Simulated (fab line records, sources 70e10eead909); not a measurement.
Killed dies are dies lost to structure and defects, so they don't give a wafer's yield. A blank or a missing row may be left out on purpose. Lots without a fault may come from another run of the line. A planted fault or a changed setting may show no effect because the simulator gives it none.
Chamber matching | flow nand_harc | NHARC_A_CONTACT_CMP_20 on cmp-02: 4 sister chambers
The step polishes, t overpolish 30 s, target thk 300 nm. 4 wafers are shown with their chamber, then 8 later ones without.

WAFERS WITH THEIR CHAMBER
wafer  | chamber | motor_current_A (A)
L083.4 | 0       | 11.3
L082.1 | 1       | 11.7
L082.5 | 2       | 13.1
L088.1 | 3       | 12.1

WAFERS WITHOUT THEIR CHAMBER
wafer  | motor_current_A (A)
L088.3 | 12.1
L088.5 | 12.3
L089.2 | 12.1
L089.5 | 12.0
L089.6 | 11.0
L091.2 | 11.2
L091.5 | 11.8
L091.6 | 10.8

WHICH CHAMBER EACH WENT THROUGH
wafer  | from the rows above          | in truth
L088.3 | can't be placed: 3 or 1      | 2
L088.5 | can't be placed: 3 or 1      | 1
L089.2 | can't be placed: 3 or 1      | 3
L089.5 | can't be placed: 3 or 1      | 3
L089.6 | can't be placed: 0 or 1      | 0
L091.2 | can't be placed: 0 or 1      | 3
L091.5 | can't be placed: 1 or 3 or 0 | 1
L091.6 | can't be placed: 0 or 1      | 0
Placed correctly: 0 of 8. Can't be placed from these rows: 8 (the true chamber is among the candidates in 6). Placed wrongly: 0.
How it was worked out, from the rows above alone: a wafer's distance from a chamber is the root of the sum, over the readings, of the square of ((its reading less the chamber's mean) divided by the reading's scatter). The wafer belongs to the nearest chamber; if the next one is less than 2 further off, it can't be placed. A chamber's mean is the mean of its shown wafers. The scatter: with one shown wafer a chamber, the root of the mean of the squares of how far each hidden wafer lies from its nearest shown one.
